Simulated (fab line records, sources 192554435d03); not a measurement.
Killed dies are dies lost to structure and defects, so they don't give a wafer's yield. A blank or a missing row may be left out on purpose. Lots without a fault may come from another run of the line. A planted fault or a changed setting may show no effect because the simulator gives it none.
Which tool did it? | flow n5_finfet | 10 lots, 30 wafers sampled, at 1 step of a route of 1938

WHAT THE GAUGES READ, wafer by wafer
N5_BEOL_M15_INSPECT_30: inspects for defects (macro). Usual: raw_defect_count 2.2, standard deviation 1.4.
lot  | measured     | on                | raw_defect_count | flag
L564 | day 11 21:01 | defect_inspect-02 | 2 1 2            |
L565 | day 12 02:17 | defect_inspect-02 | 1 1 2            |
L569 | day 13 02:02 | defect_inspect-02 | 3 2 3            |
L571 | day 13 11:53 | defect_inspect-01 | 2 2 4            |
L573 | day 14 08:23 | defect_inspect-02 | 2 3 1            |
L574 | day 14 08:44 | defect_inspect-02 | 2 0 2            |
L577 | day 15 04:17 | defect_inspect-02 | 1 2 4            |
L579 | day 15 14:55 | defect_inspect-02 | 2 4 2            |
L585 | day 16 18:19 | defect_inspect-02 | 2 3 4            |
L587 | day 18 13:16 | defect_inspect-02 | 2 2 2            |

WHICH TOOL RAN EACH LOT (tool, then ch and the chambers of the sampled wafers, then the start)
The record holds no process step before these readings.

WHAT THE TOOLS THEMSELVES READ (means of the sampled wafers that have a number; where no wafer has one, the mark that the record gives instead)
The record holds no such reading with a usual standard deviation.

THE ANSWER, worked out from the rows above alone
Rule: a lot is off if the mean of its wafers that have a number lies more than 3 standard deviations from the usual mean. A lot without any number at a reading at which 4 lots or more have one is off too. The other lots that the step has rows for count as sound. The gauges are gone through in route order, then the tools' own readings, and for those a lot's mean is taken as printed above. The first step at which some lot is off is used, and at that step the reading that is off furthest; a lot without a number counts as furthest.
No lot is off at any reading shown: from this, nothing can be told.

WHAT THE SIMULATOR HAD PUT IN
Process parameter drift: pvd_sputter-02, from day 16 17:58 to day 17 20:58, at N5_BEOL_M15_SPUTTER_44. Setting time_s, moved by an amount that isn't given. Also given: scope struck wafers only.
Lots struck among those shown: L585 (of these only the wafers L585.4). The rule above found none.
